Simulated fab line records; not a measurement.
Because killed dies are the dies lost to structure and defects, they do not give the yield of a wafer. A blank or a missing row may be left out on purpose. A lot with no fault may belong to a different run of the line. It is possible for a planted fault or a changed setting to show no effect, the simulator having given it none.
Check of tool commonality -- flow nand harc -- Sample size 13 lots and 39 wafers

## THE REASON FOR OPENING IT
Flagged at NHARC_A_ONON_D2_THK_MEAS_08: reading thk nm, on 2 of 13 lots. Fault-free wafers read 1001 nm, with a standard deviation of 8.1.
Rule: a lot gets a flag if all its wafers with a number sit over 4 standard deviations from that mean, or if no wafer of it has a number. As for the other lots, they are considered sound.

lot,measured,on,"thk nm (nm), wafer by wafer",flag
L874,day 12 19:48,film metro-02,1005 1005 1005,
L876,day 13 06:14,film metro-01,998 996 995,
L877,day 13 08:53,film metro-01,1002 1001 999,
L878,day 13 21:19,film metro-01,1001 998 999,
L879,day 14 08:28,film metro-02,1012 1012 1012,
L881,day 15 06:26,film metro-01,1003 1002 1002,
L884,day 16 21:41,film metro-01,997 997 992,
L886,day 17 11:40,film metro-02,1516 1518 1519,FLAGGED
L887,day 17 20:43,film metro-02,1514 1514 1515,FLAGGED
L891,day 19 03:58,film metro-02,990 989 990,
L894,day 21 01:46,film metro-01,1003 1005 1003,
L895,day 21 12:02,film metro-01,995 996 994,
L896,day 21 21:13,film metro-01,1000 1000 999,
On average the flagged lots' numbers are 1516 nm, which is +515 nm against the usual, or +64 standard deviations.

## EACH LOT AND THE TOOL IT RAN ON
The record holds 2 process steps before the reading, out of a route of 1302 steps. Each cell gives the tool, then ch followed by the chambers the sampled wafers passed through, then the start.
lot,flag,NHARC_A_DECK1_JOINT_ETCHBACK_07,NHARC_A_ONON_D2_DEP_06
L874,,"rie si-01 ch 0,1,2, day 11 03:23","pecvd onon-01 ch 0, day 12 19:21"
L876,,"rie si-01 ch 0,1,2, day 11 19:40","pecvd onon-02 ch 0, day 13 05:47"
L877,,"rie si-01 ch 0,1, day 12 00:10","pecvd onon-01 ch 0, day 13 08:33"
L878,,"rie si-06 ch 0,2,3, day 12 10:05","pecvd onon-01 ch 0, day 13 20:49"
L879,,"rie si-06 ch 0,1,2, day 12 21:25","pecvd onon-01 ch 0, day 14 07:58"
L881,,"rie si-06 ch 0,3, day 13 20:18","pecvd onon-01 ch 0, day 15 05:59"
L884,,"rie si-06 ch 1,2,3, day 14 23:40","pecvd onon-02 ch 0, day 16 21:14"
L886,FLAGGED,"rie si-01 ch 1,2, day 16 00:23","pecvd onon-01 ch 0, day 17 11:16"
L887,FLAGGED,"rie si-06 ch 0,3, day 16 08:42","pecvd onon-01 ch 0, day 17 20:19"
L891,,"rie si-01 ch 0,1,3, day 17 13:00","pecvd onon-03 ch 0, day 19 03:34"
L894,,"rie si-01 ch 1,2,3, day 19 12:59","pecvd onon-01 ch 0, day 21 01:16"
L895,,"rie si-05 ch 0,2,3, day 19 21:07","pecvd onon-01 ch 0, day 21 11:35"
L896,,"rie si-01 ch 0,3, day 20 06:48","pecvd onon-01 ch 0, day 21 20:46"
What is done by these steps:
- NHARC_A_DECK1_JOINT_ETCHBACK_07: etches the open film in HBr, target depth 105 nm, time 26.9 s.
- NHARC_A_ONON_D2_DEP_06: target thk 1000 nm.
- NHARC_A_ONON_D2_THK_MEAS_08: measures by ellipsometry.

## FLAGGED AGAINST TOTAL, ONE TOOL AT A TIME (gauges that did the reading follow at the end)
step,tool,lots run,flagged,share of the flagged lots,sound lots run after its first flagged lot
NHARC_A_DECK1_JOINT_ETCHBACK_07,rie si-01,7,1,some,"3 (L891,L894,L896)"
NHARC_A_DECK1_JOINT_ETCHBACK_07,rie si-05,1,0,none,-
NHARC_A_DECK1_JOINT_ETCHBACK_07,rie si-06,5,1,some,0
NHARC_A_ONON_D2_DEP_06,pecvd onon-01,10,2,all,"3 (L894,L895,L896)"
NHARC_A_ONON_D2_DEP_06,pecvd onon-02,2,0,none,-
NHARC_A_ONON_D2_DEP_06,pecvd onon-03,1,0,none,-
NHARC_A_ONON_D2_THK_MEAS_08,film metro-01,8,0,none,-
NHARC_A_ONON_D2_THK_MEAS_08,film metro-02,5,2,all,1 (L891)

## WHAT THE TABLE PERMITS
Table rows that saw every flagged lot: 2, namely pecvd onon-01 at NHARC_A_ONON_D2_DEP_06 and film metro-02 at NHARC_A_ONON_D2_THK_MEAS_08.
- pecvd onon-01 at NHARC_A_ONON_D2_DEP_06 ran 10 lots, 2 of them flagged. Sound lots ran on it after the first flagged one (L894, L895, L896), which a lasting fault on the whole tool wouldn't allow.
- film metro-02 at NHARC_A_ONON_D2_THK_MEAS_08 ran 5 lots, 2 of them flagged. Sound lots ran on it after the first flagged one (L891), which a lasting fault on the whole tool wouldn't allow.
No row of the table ran every flagged lot and no sound lot after the first.

## WHAT HAD BEEN PUT IN BY THE SIMULATOR
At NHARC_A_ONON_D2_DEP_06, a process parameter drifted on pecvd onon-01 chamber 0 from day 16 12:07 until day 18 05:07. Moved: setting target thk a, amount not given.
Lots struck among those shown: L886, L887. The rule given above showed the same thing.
